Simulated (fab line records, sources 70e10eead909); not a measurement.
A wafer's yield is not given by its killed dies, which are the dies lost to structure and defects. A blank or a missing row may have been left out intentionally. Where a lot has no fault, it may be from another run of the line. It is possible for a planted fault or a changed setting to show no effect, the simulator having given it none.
Chamber matching	flow nand harc	NHARC_A_STAIRCASE_DEP_151 on pecvd-04 has 3 sister chambers
The step deposits SiO2, target thk 3800 nm. 6 wafers are shown with their chamber, then 8 later ones without.

EACH WAFER AND ITS CHAMBER
wafer	chamber	heater power w (W)
L076.4	1	560
L078.4	2	538
L080.3	0	654
L080.4	1	542
L080.6	2	545
L090.1	0	576

WAFERS MISSING THEIR CHAMBER
wafer	heater power w (W)
L090.2	568
L090.5	560
L094.2	504
L094.3	698
L094.4	499
L097.3	701
L097.5	545
L097.6	500

EACH ONE'S CHAMBER
wafer	from the rows above	in truth
L090.2	can't be placed: 1 or 2 or 0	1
L090.5	can't be placed: 1 or 2 or 0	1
L094.2	can't be placed: 2 or 1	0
L094.3	can't be placed: 0 or 1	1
L094.4	can't be placed: 2 or 1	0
L097.3	can't be placed: 0 or 1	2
L097.5	can't be placed: 2 or 1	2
L097.6	can't be placed: 2 or 1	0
Placed correctly: 0 of 8. These rows do not allow placing 8 (true chamber among the candidates in 4). Number placed wrongly: 0.
How it was worked out, from the rows above alone: a wafer's distance from a chamber is the root of the sum, over the readings, of the square of ((its reading less the chamber's mean) divided by the reading's scatter). The wafer belongs to the nearest chamber; if the next one is less than 2 further off, it can't be placed. A chamber's mean is the mean of its shown wafers. The scatter is the square root of a quotient: the sum, over the shown wafers, of each reading's squared deviation from its chamber's mean, divided by wafers minus chambers.
